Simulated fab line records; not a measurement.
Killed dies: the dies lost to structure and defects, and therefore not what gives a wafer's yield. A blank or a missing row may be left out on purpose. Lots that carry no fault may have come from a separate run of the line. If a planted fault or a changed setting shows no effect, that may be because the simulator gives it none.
Code-filled problem report in 8D (eight disciplines) form :: flow nand harc :: the parts of the form that need people (team, actions taken, sign-off) are left out

== 1. THE ISSUE ==
thk nm at NHARC_THIN_TSV_THK_MEAS_02 reads a mean of 1 nm on 1 wafer of 1 lot; wafers without a fault read 3039 nm with a standard deviation of 220. Measured from the usual mean, that is -14 standard deviations.
The step: measures by ir.
Seen first at day 31 07:07 on film metro-01, wafer L136.2. At this step, 32 wafers from 11 lots have a number in the record. Rule for "out" (also "out of limits"): further than 4 standard deviations from the usual mean. Any other wafer with a number is counted as sound.

== 2. WHAT IT IS, AND WHAT IT ISN'T ==
question: which readings at this step
is: thk nm
is not: -

question: which lots
is: L136
is not: L120, L124, L125, L126, L127, L128, L129, L132, L134, L137

question: which wafers of those lots
is: L136.2
is not: L136.6

question: read on which gauges
is: film metro-01
is not: film metro-02

question: when
is: from day 31 07:07
is not: up to then (31 sound wafers)

== 3. SUSPECTS, AND WHAT RULES EACH OUT ==
Counting: if a tool at a process step up to the reading ran every lot that is out, it stays a suspect. Sound lots after the first of them don't rule it out here, since some wafers of a struck lot are sound.
- the gauge at NHARC_THIN_TSV_THK_MEAS_02 has been ruled out. All the wafers that are out were read on film metro-01, but those of them that NHARC_END_SORT_01 has rows for are out there too, on other tools.
- pecvd-02 at NHARC_A_BONDPAD_DEP_00 (deposits SiCN, target thk 250 nm): kept. It ran the lot that is out, L136 (day 30 17:25); its last sound lot up to then is L132 (day 27 13:56). With no start given for some of its lots, NHARC_A_BONDPAD_DEP_00 uses the hours and lot order of NHARC_A_BONDPAD_DESCUM_11.
- rie diel-08 at NHARC_A_BONDPAD_DESCUM_11 (chemistry O2, time 3 s): kept. It ran the lot that is out, L136 (day 30 17:25); its last sound lot up to then is L137 (day 30 01:15).
- rie diel-12 at NHARC_A_BONDPAD_ETCH_24 (etches the open film in CF4/N2, target depth 30 nm, time 72.99 s): kept. It ran the lot that is out, L136 (day 31 05:49); its last sound lot up to then is L134 (day 29 20:32). With no start given for some of its lots, NHARC_A_BONDPAD_ETCH_24 uses the hours and lot order of NHARC_THIN_TSV_GRIND_00.
- grinder-01 at NHARC_THIN_TSV_GRIND_00: kept. It ran the lot that is out, L136 (day 31 05:49); its last sound lot up to then is L137 (day 30 15:26).
- Within pecvd-02 at NHARC_A_BONDPAD_DEP_00, the wafers that are out were processed in chamber 2 and their sound lot-mates in chamber 0.
- Within rie diel-08 at NHARC_A_BONDPAD_DESCUM_11, the wafers that are out were processed in chamber 1 and their sound lot-mates in chamber 2.
- Within rie diel-12 at NHARC_A_BONDPAD_ETCH_24, the wafers that are out were processed in chamber 2 and their sound lot-mates in chamber 3.
Left after counting: pecvd-02 at NHARC_A_BONDPAD_DEP_00, rie diel-08 at NHARC_A_BONDPAD_DESCUM_11, rie diel-12 at NHARC_A_BONDPAD_ETCH_24, grinder-01 at NHARC_THIN_TSV_GRIND_00.

== 4. THE CAUSE (what the simulator had put in) ==
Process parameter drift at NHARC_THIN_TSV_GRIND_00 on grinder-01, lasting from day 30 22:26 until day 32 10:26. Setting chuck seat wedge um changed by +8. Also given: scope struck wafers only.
Of the 4 suspects that counting leaves, this tool is one.

== 5. THE CHAIN OF EFFECTS, in route order ==
Each row: a reading whose mean over the struck wafers that have a number lies more than 3 standard deviations from the usual. Scope: only readings with a usual standard deviation given in the record; hours: median across lots of the time from each lot's start at the first step in this table that gives one to its start at this step; sigmas: change in usual standard deviations.
hours: 0
step: NHARC_THIN_TSV_THK_MEAS_02
reading: thk nm
usual: 3039 nm
on struck wafers: 1
change: -3038
sigmas: -14

hours: 17
step: NHARC_END_SORT_01
reading: defect limited yield
usual: 90.6 %
on struck wafers: 0.0
change: -90.6
sigmas: -35

hours: 17
step: NHARC_END_SORT_01
reading: killed at other
usual: 1.0
on struck wafers: 597.0
change: +596.0
sigmas: +99 or more

hours: 17
step: NHARC_END_SORT_01
reading: killed dies
usual: 64
on struck wafers: 677
change: +613
sigmas: +34

== 6. HOW IT WOULD HAVE BEEN CAUGHT EARLIER ==
In this record the first reading out of limits at a measuring or inspecting step was taken at day 31 07:07, 9 hours after the fault began at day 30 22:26.
No tool reading at NHARC_THIN_TSV_GRIND_00 that has a usual standard deviation in the record was out on any struck wafer, so an alarm limit of 4 standard deviations on those readings would not have fired.
Each of the lots that are out, 1 in all, had begun NHARC_THIN_TSV_GRIND_00 on grinder-01 no later than day 31 07:07. Had the tool been put on hold then, not one of them would have been saved.
